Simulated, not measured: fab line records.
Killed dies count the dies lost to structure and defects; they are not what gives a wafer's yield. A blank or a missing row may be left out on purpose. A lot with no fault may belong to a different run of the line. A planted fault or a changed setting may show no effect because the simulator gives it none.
Split-lot trial || flow n5 finfet || 21 wafers read across 7 lots, on a route 1938 steps long

== SPLIT DETAILS ==
At N5_MOL_CONTACT_COAG_ALD_133 (deposits SiO2, target thk 5 nm, pulse time 1 s, co reactant pulse time 1 s), the setting ald cycles was moved away from the recipe's 35 on 8 of the 21 wafers read, by +5.7% to +14.3%. For the rest of the wafers, this setting stayed at what the recipe calls for.

Reading taken at the split's own step.

== THE READING ==
SiO2_of_MOL_CONTACT_COAG_ALD_133.thk nm (the simulator's own value, which no gauge read), in nm, at N5_MOL_CONTACT_COAG_ALD_133 (deposits SiO2, target thk 5 nm, pulse time 1 s, co reactant pulse time 1 s). No usual value for it is given in the file.

{"wafer": "L077.3", "tool, chamber at the split": "ald sin-02, 1,2", "ald cycles as run": 40, "against the recipe": "+14.3%", "SiO2_of_MOL_CONTACT_COAG_ALD_133.thk nm, nm": 5.8, "against lot-mates on the recipe": "no lot-mate on the recipe"}
{"wafer": "L077.6", "tool, chamber at the split": "ald sin-02, 1,2", "ald cycles as run": 40, "against the recipe": "+14.3%", "SiO2_of_MOL_CONTACT_COAG_ALD_133.thk nm, nm": 5.8, "against lot-mates on the recipe": "no lot-mate on the recipe"}
{"wafer": "L077.5", "tool, chamber at the split": "ald sin-02, 1", "ald cycles as run": 40, "against the recipe": "+14.3%", "SiO2_of_MOL_CONTACT_COAG_ALD_133.thk nm, nm": 5.6, "against lot-mates on the recipe": "no lot-mate on the recipe"}
{"wafer": "L079.1", "tool, chamber at the split": "ald sin-03, 0,3,1", "ald cycles as run": 35, "against the recipe": "recipe", "SiO2_of_MOL_CONTACT_COAG_ALD_133.thk nm, nm": 5, "against lot-mates on the recipe": "-"}
{"wafer": "L079.3", "tool, chamber at the split": "ald sin-03, 0,3,1", "ald cycles as run": 35, "against the recipe": "recipe", "SiO2_of_MOL_CONTACT_COAG_ALD_133.thk nm, nm": 5, "against lot-mates on the recipe": "-"}
{"wafer": "L079.4", "tool, chamber at the split": "ald sin-03, 0,3,1", "ald cycles as run": 35, "against the recipe": "recipe", "SiO2_of_MOL_CONTACT_COAG_ALD_133.thk nm, nm": 5, "against lot-mates on the recipe": "-"}
{"wafer": "L080.2", "tool, chamber at the split": "ald sin-02, 0,1,3", "ald cycles as run": 35, "against the recipe": "recipe", "SiO2_of_MOL_CONTACT_COAG_ALD_133.thk nm, nm": 5, "against lot-mates on the recipe": "-"}
{"wafer": "L080.5", "tool, chamber at the split": "ald sin-02, 0,1,3", "ald cycles as run": 35, "against the recipe": "recipe", "SiO2_of_MOL_CONTACT_COAG_ALD_133.thk nm, nm": 5, "against lot-mates on the recipe": "-"}
{"wafer": "L080.6", "tool, chamber at the split": "ald sin-02, 0,1,3", "ald cycles as run": 35, "against the recipe": "recipe", "SiO2_of_MOL_CONTACT_COAG_ALD_133.thk nm, nm": 5, "against lot-mates on the recipe": "-"}
{"wafer": "L081.1", "tool, chamber at the split": "ald sin-02, 3,1,0", "ald cycles as run": 35, "against the recipe": "recipe", "SiO2_of_MOL_CONTACT_COAG_ALD_133.thk nm, nm": 5, "against lot-mates on the recipe": "-"}
{"wafer": "L081.5", "tool, chamber at the split": "ald sin-02, 3,1,0", "ald cycles as run": 35, "against the recipe": "recipe", "SiO2_of_MOL_CONTACT_COAG_ALD_133.thk nm, nm": 5, "against lot-mates on the recipe": "-"}
{"wafer": "L081.6", "tool, chamber at the split": "ald sin-02, 3,1,0", "ald cycles as run": 35, "against the recipe": "recipe", "SiO2_of_MOL_CONTACT_COAG_ALD_133.thk nm, nm": 5, "against lot-mates on the recipe": "-"}
{"wafer": "L085.1", "tool, chamber at the split": "ald sin-03, 2,1", "ald cycles as run": 39, "against the recipe": "+11.4%", "SiO2_of_MOL_CONTACT_COAG_ALD_133.thk nm, nm": 5.6, "against lot-mates on the recipe": "+0.6"}
{"wafer": "L085.5", "tool, chamber at the split": "ald sin-03, 2,1", "ald cycles as run": 39, "against the recipe": "+11.4%", "SiO2_of_MOL_CONTACT_COAG_ALD_133.thk nm, nm": 5.6, "against lot-mates on the recipe": "+0.6"}
{"wafer": "L085.2", "tool, chamber at the split": "ald sin-03, 1", "ald cycles as run": 35, "against the recipe": "recipe", "SiO2_of_MOL_CONTACT_COAG_ALD_133.thk nm, nm": 5, "against lot-mates on the recipe": "-"}
{"wafer": "L086.1", "tool, chamber at the split": "ald sin-02, 0,1", "ald cycles as run": 35, "against the recipe": "recipe", "SiO2_of_MOL_CONTACT_COAG_ALD_133.thk nm, nm": 5, "against lot-mates on the recipe": "-"}
{"wafer": "L086.6", "tool, chamber at the split": "ald sin-02, 0,1", "ald cycles as run": 35, "against the recipe": "recipe", "SiO2_of_MOL_CONTACT_COAG_ALD_133.thk nm, nm": 5, "against lot-mates on the recipe": "-"}
{"wafer": "L086.5", "tool, chamber at the split": "ald sin-02, 2", "ald cycles as run": 37, "against the recipe": "+5.7%", "SiO2_of_MOL_CONTACT_COAG_ALD_133.thk nm, nm": 5.2, "against lot-mates on the recipe": "+0.2"}
{"wafer": "L088.1", "tool, chamber at the split": "ald sin-02, 1", "ald cycles as run": 39, "against the recipe": "+11.4%", "SiO2_of_MOL_CONTACT_COAG_ALD_133.thk nm, nm": 5.6, "against lot-mates on the recipe": "+0.6"}
{"wafer": "L088.5", "tool, chamber at the split": "ald sin-02, 1", "ald cycles as run": 39, "against the recipe": "+11.4%", "SiO2_of_MOL_CONTACT_COAG_ALD_133.thk nm, nm": 5.6, "against lot-mates on the recipe": "+0.6"}
{"wafer": "L088.2", "tool, chamber at the split": "ald sin-02, 0", "ald cycles as run": 35, "against the recipe": "recipe", "SiO2_of_MOL_CONTACT_COAG_ALD_133.thk nm, nm": 5, "against lot-mates on the recipe": "-"}
When a row names more than one chamber, that row covers several wafers, and the file does not tell which wafer ran in which chamber.

FIT RESULTS
A straight line over all 21 wafers: SiO2_of_MOL_CONTACT_COAG_ALD_133.thk nm changes by +0.0517 nm for each +1% of ald cycles; r = +0.99; the points scatter about the line by 0.043 nm.
The same after taking each lot's own level away (the mean of its wafers on the recipe; 18 wafers): +0.0518 nm for each +1%; r = +1.00; scatter 0.024 nm.
On that fit, the largest move of ald cycles shifts the reading by 0.74 nm.
The lots' own levels span 5.00 to 5.00 nm.
Consequently the slope shifts little with the lot-to-lot level, the two slopes agreeing.
Check: for one of the wafers moved furthest among these (+11.4%), held out of the fit, the line's prediction against its lot-mates is +0.585 nm. It came out at +0.6 nm against them.

== OTHER SPLITS APPLIED TO THESE WAFERS ==
Before the reading, these wafers also passed through other splits. Each is held against what the fit with the lots' levels taken away leaves over:
{"other split on the same wafers": "N5_GATE_CUT_ETCH_58 time s", "wafers away from the commonest value": 5, "r with SiO2_of_MOL_CONTACT_COAG_ALD_133.thk nm (lot level and that fit taken away)": "+0.04"}
{"other split on the same wafers": "N5_MOL_CONTACT_COAG_ALD_27 ald cycles", "wafers away from the commonest value": 6, "r with SiO2_of_MOL_CONTACT_COAG_ALD_133.thk nm (lot level and that fit taken away)": "+0.02"}
{"other split on the same wafers": "N5_MOL_CONTACT_COAG_EXPOSE_81 dose mj", "wafers away from the commonest value": 8, "r with SiO2_of_MOL_CONTACT_COAG_ALD_133.thk nm (lot level and that fit taken away)": -0.52}

== THE FILE'S OWN FIT ==
SiO2_of_MOL_CONTACT_COAG_ALD_133.thk nm changes by +0.0506 nm for each +1% of ald cycles, r = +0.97.
